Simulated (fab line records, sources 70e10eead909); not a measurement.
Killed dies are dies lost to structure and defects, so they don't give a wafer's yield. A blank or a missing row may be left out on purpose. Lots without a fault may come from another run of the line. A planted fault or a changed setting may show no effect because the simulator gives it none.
Which tool did it? | flow nand_harc | 14 lots, 42 wafers sampled, at 5 steps of a route of 1302

WHAT THE GAUGES READ, wafer by wafer
NHARC_A_BONDPAD_THK_MEAS_30: measures by ellipsometry.
lot  | measured     | on            | thk_nm (nm)
L949 | day 22 20:25 | film_metro-02 | 201.6 199.5 198.0
L951 | day 23 07:15 | film_metro-01 | 198.8 199.6 201.2
L952 | day 23 22:32 | film_metro-01 | 197.9 199.5 198.4
L961 | day 26 22:50 | film_metro-01 | 199.4 200.4 202.1
L963 | day 29 17:28 | film_metro-02 | 200.9 200.1 200.1
L964 | day 29 05:10 | film_metro-01 | 199.0 198.7 196.6
L965 | day 29 23:50 | film_metro-01 | 200.2 197.8 198.8
L966 | day 30 06:32 | film_metro-01 | 201.4 199.7 200.8
L967 | day 30 23:33 | film_metro-02 | 199.2 202.4 200.6
L968 | day 30 05:38 | film_metro-02 | 198.4 200.8 196.6
L969 | day 31 05:35 | film_metro-01 | 202.2 200.4 201.7
L971 | day 33 23:18 | film_metro-02 | 200.6 200.8 200.7

NHARC_THIN_TSV_THK_MEAS_02: measures by ir.
lot  | measured     | on            | thk_nm (nm)
L949 | day 23 11:05 | film_metro-02 | 3150 3077 2972
L951 | day 23 21:47 | film_metro-01 | 2994 2911 2649
L952 | day 24 13:19 | film_metro-01 | 3263 3269 3148
L961 | day 27 12:51 | film_metro-02 | 2834 2956 2968
L963 | day 30 11:30 | film_metro-01 | 2699 2766 2732
L964 | day 29 19:47 | film_metro-01 | 2632 2613 2754
L965 | day 30 12:42 | film_metro-02 | 3418 3065 2978
L966 | day 30 21:24 | film_metro-02 | 3065 3177 3081
L967 | day 31 14:07 | film_metro-01 | 2811 2862 2756
L968 | day 30 20:11 | film_metro-02 | 2840 2791 2834
L969 | day 32 01:34 | film_metro-02 | 2988 2933 3105
L971 | day 34 15:08 | film_metro-01 | 2929 2977 2816

NHARC_END_SORT_01.
lot  | measured     | on        | killed_at_array | killed_at_other | killed_at_periphery | killed_dies | killed_open | killed_short
L953 | day 25 19:09 | prober-02 | 86 72 80        | 1 2 2           | 590 603 595         | 677 677 677 | 2 0 3       | 0 3 1
L954 | day 25 19:49 | prober-01 | 43 48 58        | 1 0 1           | 633 629 618         | 677 677 677 | 4 5 2       | 2 2 4

WHICH TOOL RAN EACH LOT (tool, then ch and the chambers of the sampled wafers, then the start)
lot  | NHARC_P_STI_HDPCVD_20          | NHARC_THIN_TSV_DEGAS_53
L949 | hdpcvd-01 ch 0,1, day 3 06:01  | pvd_sputter-03, day 23 17:04
L951 | hdpcvd-01 ch 0,1, day 4 02:25  | pvd_sputter-01, day 24 03:43
L952 | hdpcvd-01 ch 0,1, day 4 12:00  | pvd_sputter-02, day 24 19:13
L953 | hdpcvd-01 ch 0,1, day 4 22:06  | -
L954 | hdpcvd-01 ch 0,1, day 5 08:38  | -
L961 | hdpcvd-01 ch 0,1, day 8 04:04  | pvd_sputter-01, day 27 18:52
L963 | hdpcvd-01 ch 0,1, day 9 06:22  | pvd_sputter-01, day 30 17:13
L964 | hdpcvd-01 ch 0,1, day 9 10:37  | pvd_sputter-01, day 30 01:41
L965 | hdpcvd-01 ch 0,1, day 9 23:08  | pvd_sputter-03, day 30 18:32
L966 | hdpcvd-01 ch 0,1, day 10 10:10 | pvd_sputter-01, day 31 03:12
L967 | hdpcvd-01 ch 0,1, day 10 21:49 | pvd_sputter-02, day 31 19:49
L968 | hdpcvd-01 ch 0,1, day 11 06:37 | pvd_sputter-03, day 31 02:13
L969 | hdpcvd-01 ch 0,1, day 11 14:52 | pvd_sputter-03, day 32 07:24
L971 | hdpcvd-01 ch 1, day 13 14:44   | pvd_sputter-01, day 34 20:58
- NHARC_P_STI_HDPCVD_20: deposits SiO2.
- NHARC_THIN_TSV_DEGAS_53: time 60 s.

WHAT THE TOOLS THEMSELVES READ (means of the sampled wafers that have a number; where no wafer has one, the mark that the record gives instead)
NHARC_THIN_TSV_DEGAS_53.
lot  | tool           | heater_power_w (W)
L949 | pvd_sputter-03 | 507
L951 | pvd_sputter-01 | 469
L952 | pvd_sputter-02 | 430
L961 | pvd_sputter-01 | 480
L963 | pvd_sputter-01 | 448
L964 | pvd_sputter-01 | 464
L965 | pvd_sputter-03 | 456
L966 | pvd_sputter-01 | 472
L967 | pvd_sputter-02 | 474
L968 | pvd_sputter-03 | 462
L969 | pvd_sputter-03 | 464
L971 | pvd_sputter-01 | 469

THE ANSWER, worked out from the rows above alone
Rule: what is usual is taken from the lots themselves. Put in order of their means at a reading, lots are off if they are a third of the lots or fewer, leave a main group of 4 or more, and stand apart from it by a gap of 3 or more times the standard deviation of the main group's means; of several such gaps the widest counts. A main group whose means are all the same, to the digits that the tables above print for the reading, isn't used. A lot without any number at a reading at which 4 lots or more have one is off too. The other lots that the step has rows for count as sound. The gauges are gone through in route order, then the tools' own readings, and for those a lot's mean is taken as printed above. The first step at which some lot is off is used, and at that step the reading that is off furthest; a lot without a number counts as furthest.
No lot is off at any reading shown: from this, nothing can be told.

WHAT THE SIMULATOR HAD PUT IN
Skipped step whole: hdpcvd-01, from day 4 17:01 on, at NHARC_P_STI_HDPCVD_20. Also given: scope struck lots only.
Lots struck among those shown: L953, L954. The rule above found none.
